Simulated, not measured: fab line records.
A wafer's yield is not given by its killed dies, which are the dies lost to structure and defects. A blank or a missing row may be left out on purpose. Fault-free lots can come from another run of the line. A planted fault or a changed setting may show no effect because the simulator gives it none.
fab line records ; flow nandHarc ; part 2 of 2: steps 32 to 39 of 39
[record] lots = 5; wafers = 15; lastDay = 31
route steps=1302 shown A_STAIRCASE@753
lots that met no fault: from a run of the same line without faults
startH: start of the lot's first displayed wafer, in hours after the record's first day ; waitH: time in hours since the lot's previous step ; " same as the row above ; L1.1+2: several wafers, shown together as one row ; - no value, or no start given ; * or withheld: withheld ; < > ~ a bound
route shown NAME@n: a module of which the file shows steps, and the number in the route of the first ; usual: the fault-free wafers' mean and standard deviation ; same: alike in all rows ; chamber/n: place in a boat ; sites: per-site readings ; _std_site: the values' standard deviation ; _edge_site: outer sites' mean less inner sites' ; radiusMm: for every site, how far away it sits from the centre of the wafer ; mask NAME#n: copy n ; behind: the most recent tool/chamber to have shaped the wafer ; hold: the reason the lot was held/the length of the hold in hours/how it ended ; device: the n, p or np transistor that did not switch ; end of line: at the end of the route, the tests of the same wafers ; where a step has no rows: the recipe by itself ; killed: dies that structure and defects cost at the first sort, which is not the same as the wafer's yield ; map: the dies of a wafer, with x for killed, . for not killed, _ for no die there
set.NAME: the setting the step ran with; set.NAME@STEP: the setting that earlier step ran with ; model.NAME: the simulator's own value behind a step, which no gauge read
lots at some steps of the route; a table a step, a row a wafer
services: when a tool's chamber went out of use (startH, in hours from the record's first day, below 0 if earlier), for how many hours, and the reason
[[steps]]
[step NHARC_A_STAIRCASE_HM_OPEN_457]
[recipe] o2FlowSccm = 400; cosFlowSccm = 20; arFlowSccm = 0; rfW = 500; biasW = 300; chemistry = O2/COS
[usual] drypumpMotorCurrentA = 5.6/0.45; oesProductAu = 0.999/0.012; rfVppV = 467/3.4; showerheadPlenumPTorr = 3.11/0.15; throttleValvePct = 28.329/0.0085
lot.wafer;tool;chamber;startH;waitH;drypumpMotorCurrentA;oesProductAu;rfHoursCounterH;rfVppV;showerheadPlenumPTorr;throttleValvePct
L079.3;rieDiel-02;3;-;-;5.2;0.977;4;472;3.32;28.335
L079.1;rieDiel-02;0;-;-;5.3;0.996;4;470;3.21;28.323
L079.6;rieDiel-02;1;-;-;5.3;1.020;-;471;3.31;28.334
L080.2;rieDiel-02;1;-;-;5.2;1.002;9;470;3.31;28.335
L080.1;rieDiel-02;2;-;-;6.0;0.994;9;466;3.08;28.311
L080.3;rieDiel-02;3;-;-;5.2;0.980;7;471;3.32;28.332
L085.2;rieDiel-02;3;-;-;5.2;0.986;26;472;3.31;28.341
L085.5;rieDiel-02;3;-;-;5.2;0.991;-;472;3.31;28.328
L085.6;rieDiel-02;0;-;-;5.3;0.997;-;469;3.20;28.331
L088.2;rieDiel-02;0;-;-;5.2;0.988;26;468;3.20;28.336
L088.3;rieDiel-02;2;-;-;5.9;0.983;43;467;3.07;28.330
L088.4;rieDiel-02;3;-;-;5.3;0.974;41;472;3.30;28.330
L092.2;rieDiel-07;0;-;-;5.8;0.992;25;464;2.95;28.327
L092.5;rieDiel-07;3;-;-;6.2;0.995;-;471;3.14;28.326
L092.6;rieDiel-07;0;-;-;5.8;0.987;-;463;2.95;28.328
[step NHARC_A_STAIRCASE_STRIP_458]
[recipe] o2FlowSccm = 400; cosFlowSccm = 20; arFlowSccm = 0; biasW = 0; chemistry = O2/COS
lot.wafer;tool;chamber;startH;waitH
L079.3+1+6;rieDiel-02;2,0,1;-;-
L080.3+2+1;rieDiel-02;3,1,2;-;-
L085.2+5+6;rieDiel-02;0,2,3;-;-
L088.2+4+3;rieDiel-02;3,0,1;-;-
L092.2+5+6;rieDiel-07;3,1,2;-;-
[step NHARC_A_STAIRCASE_ETCH_451]
[recipe] targetDepthA = 300; overetchA = 30; timeS = 16.5; ionEnergyEv = 100; cf4FlowSccm = 80; o2FlowSccm = 20; arFlowSccm = 0; rfW = 300; biasW = 100; chemistry = CF4/O2
[usual] drypumpMotorCurrentA = 5.6/0.44; oesProductAu = 0.999/0.012; rfVppV = 197.8/1.5; showerheadPlenumPTorr = 1.33/0.067; throttleValvePct = 13.398/0.0094
lot.wafer;tool;chamber;startH;waitH;drypumpMotorCurrentA;oesProductAu;rfHoursCounterH;rfVppV;showerheadPlenumPTorr;throttleValvePct
L079.3;rieDiel-02;2;-;-;6.0;0.998;5;195.9;1.32;13.390
L079.1;rieDiel-02;0;-;-;5.2;0.996;4;197.1;1.37;13.404
L079.6;rieDiel-02;2;-;-;6.0;0.991;-;197.2;1.32;13.404
L080.2;rieDiel-02;1;-;-;5.2;0.986;9;200.9;1.42;13.388
L080.1;rieDiel-02;2;-;-;6.0;0.994;9;198.0;1.32;13.386
L080.3;rieDiel-02;3;-;-;5.2;0.983;7;199.9;1.42;13.410
L085.2;rieDiel-02;3;-;-;5.2;0.989;26;198.7;1.42;13.398
L085.5;rieDiel-02;0;-;-;5.3;0.998;-;197.9;1.37;13.405
L085.6;rieDiel-02;3;-;-;5.2;0.992;-;199.6;1.42;13.407
L088.2;rieDiel-02;0;-;-;5.2;0.998;26;198.7;1.37;13.403
L088.4;rieDiel-02;1;-;-;5.3;0.991;30;201.1;1.41;13.407
L088.3;rieDiel-02;3;-;-;5.2;0.996;41;199.0;1.41;13.405
L092.2;rieDiel-07;1;-;-;5.8;0.991;28;198.3;1.33;13.404
L092.6;rieDiel-07;1;-;-;5.8;0.992;-;198.7;1.33;13.414
L092.5;rieDiel-07;2;-;-;5.9;1.002;-;194.9;1.24;13.398
[step NHARC_A_STAIRCASE_ETCH_273]
[recipe] targetDepthA = 1.02e+05; timeS = 2468.6; ionEnergyEv = 800; c4f8FlowSccm = 80; o2FlowSccm = 60; arFlowSccm = withheld; rfW = 600; biasW = 3000; chemistry = C4F8/O2/Ar
[usual] oesProductAu = 0.935/0.014; rfVppV = 1826/13
lot.wafer;tool;chamber;startH;waitH;oesProductAu;rfHoursCounterH;rfVppV
L079.1;rieDiel-02;2;-;-;0.932;5;1823
L079.3;rieDiel-02;0;-;-;0.939;4;1834
L079.6;rieDiel-02;1;-;-;0.948;-;1840
L080.1;rieDiel-02;2;-;-;0.922;9;1823
L080.2;rieDiel-02;3;-;-;0.904;8;1842
L080.3;rieDiel-02;1;-;-;0.923;9;1841
L085.2;rieDiel-02;2;-;-;0.911;28;1823
L085.5;rieDiel-02;0;-;-;0.921;-;1834
L085.6;rieDiel-02;2;-;-;0.908;-;1823
L088.2;rieDiel-02;0;-;-;0.938;27;1834
L088.3;rieDiel-02;2;-;-;0.929;44;1824
L088.4;rieDiel-02;3;-;-;0.914;41;1841
L092.2;rieDiel-07;0;-;-;0.913;25;1813
L092.6;rieDiel-07;2;-;-;0.938;-;1810
L092.5;rieDiel-07;3;-;-;0.927;-;1828
[step NHARC_A_STAIRCASE_STRIP_274]
[recipe] o2FlowSccm = 500; arFlowSccm = 0; biasW = 0; chemistry = O2
[usual] drypumpMotorCurrentA = 5.6/0.45; oesProductAu = 1.001/0.011; rfVppV = 57.7/1; showerheadPlenumPTorr = 3.51/0.17; throttleValvePct = 17.036/0.0093
lot.wafer;tool;chamber;startH;waitH;drypumpMotorCurrentA;oesProductAu;rfHoursCounterH;rfVppV;showerheadPlenumPTorr;throttleValvePct
L079.1;rieDiel-02;1;-;-;5.3;1.003;6;58.1;3.74;17.029
L079.3;rieDiel-02;2;-;-;6.0;0.999;6;57.9;3.49;17.034
L079.6;rieDiel-02;0;-;-;5.2;0.996;-;57.5;3.62;17.035
L080.2;rieDiel-02;2;-;-;6.0;0.996;10;58.5;3.49;17.030
L080.1;rieDiel-02;3;-;-;5.2;0.989;9;57.3;3.75;17.036
L080.3;rieDiel-02;1;-;-;5.3;0.995;10;57.7;3.73;17.037
L085.2;rieDiel-02;0;-;-;5.3;0.992;16;59.3;3.62;17.022
L085.6;rieDiel-02;0;-;-;5.2;1.004;-;58.1;3.62;17.042
L085.5;rieDiel-02;3;-;-;5.2;0.989;-;57.5;3.73;17.037
L088.3;rieDiel-02;3;-;-;5.2;0.995;41;58.2;3.73;17.034
L088.2;rieDiel-02;0;-;-;5.3;1.004;28;56.7;3.61;17.042
L088.4;rieDiel-02;1;-;-;5.3;1.000;31;57.5;3.72;17.035
L092.2;rieDiel-07;2;-;-;5.9;1.012;27;57.3;3.30;17.032
L092.6;rieDiel-07;1;-;-;5.8;0.994;-;58.9;3.51;17.027
L092.5;rieDiel-07;2;-;-;5.9;1.011;-;57.7;3.30;17.026
[step NHARC_A_STAIRCASE_STRIP_275]
[recipe] timeS = 900; tempC = 130; chemistry = SPM
[usual] bathHeatDutyPct = 15.1/1.6
lot.wafer;tool;chamber;startH;waitH;bathHeatDutyPct
L079.6;wetBench-03;4;421.46;-;15.8
L079.3;wetBench-03;5;421.46;-;14.6
L079.1;wetBench-03;0;421.46;-;17.1
L080.1;wetBench-01;3;436.73;-;12.3
L080.2;wetBench-01;6;436.73;-;13.3
L080.3;wetBench-01;0;436.73;-;18.6
L085.6;wetBench-04;0;482.48;-;16.2
L085.5;wetBench-04;1;482.48;-;13.3
L085.2;wetBench-04;3;482.48;-;15.4
L088.4;wetBench-01;7;523.57;-;13.0
L088.2;wetBench-01;0;523.57;-;14.6
L088.3;wetBench-01;2;523.57;-;13.7
L092.6;wetBench-04;4;567.96;-;14.6
L092.2;wetBench-04;5;567.96;-;12.6
L092.5;wetBench-04;1;567.96;-;15.0
[step NHARC_A_STAIRCASE_PRECLEAN_276]
[recipe] timeS = *; tempC = 50; bathAgeMin = 0; chemistry = SC1
[usual] bathHeatDutyPct = 7.2/0.94
lot.wafer;tool;chamber;startH;waitH;bathHeatDutyPct
L079.6;wetBench-03;4;-;-;7.5
L079.3;wetBench-03;5;-;-;6.6
L079.1;wetBench-03;0;-;-;8.7
L080.1;wetBench-01;3;-;-;6.1
L080.2;wetBench-01;6;-;-;5.7
L080.3;wetBench-01;0;-;-;8.6
L085.6;wetBench-04;0;-;-;6.8
L085.5;wetBench-04;1;-;-;7.2
L085.2;wetBench-04;3;-;-;7.6
L088.4;wetBench-01;7;-;-;6.7
L088.2;wetBench-01;0;-;-;8.2
L088.3;wetBench-01;2;-;-;7.1
L092.6;wetBench-04;4;-;-;6.9
L092.2;wetBench-04;5;-;-;5.6
L092.5;wetBench-04;1;-;-;6.3
[step NHARC_A_STAIRCASE_SRD_277]
lot.wafer;tool;chamber;startH;waitH
L079.6+3+1;wetBench-03;4,5,0;-;-
L080.1+2+3;wetBench-01;3,6,0;-;-
L085.6+5+2;wetBench-04;0,1,3;-;-
L088.4+2+3;wetBench-01;7,0,2;-;-
L092.6+2+5;wetBench-04;4,5,1;-;-
[[services]]
tool;chamber;startH;hours;kind
rieDiel-02;-;394.69;9.0;pm
krfScanner-03;-;396.00;4.0;pm
lithoTrack-02;-;402.00;7.0;pm
wetBench-04;-;403.20;8.0;pm
krfScanner-03;-;407.72;0.5;repair
rieDiel-02;0;421.82;34.6;repair
rieDiel-07;-;432.78;0.3;repair
lithoTrack-03;-;450.00;7.0;pm
wetBench-01;-;453.60;8.0;pm
rieDiel-02;1;466.26;16.5;repair
rieDiel-07;-;472.53;9.0;pm
lithoTrack-05;-;474.00;7.0;pm
wetBench-03;-;487.79;1.8;repair
rieDiel-02;1;500.29;7.4;repair
rieDiel-02;2;503.14;1.3;repair
rieDiel-07;0;503.72;12.5;repair
wetBench-03;-;508.49;31.1;repair
krfScanner-03;-;508.95;2.6;repair
rieDiel-07;3;521.53;16.0;repair
krfScanner-03;-;526.94;0.6;repair
rieDiel-02;0;539.74;2.6;repair
rieDiel-02;2;541.20;28.6;repair
rieDiel-02;-;559.32;0.6;repair
wetBench-03;-;562.40;8.0;pm
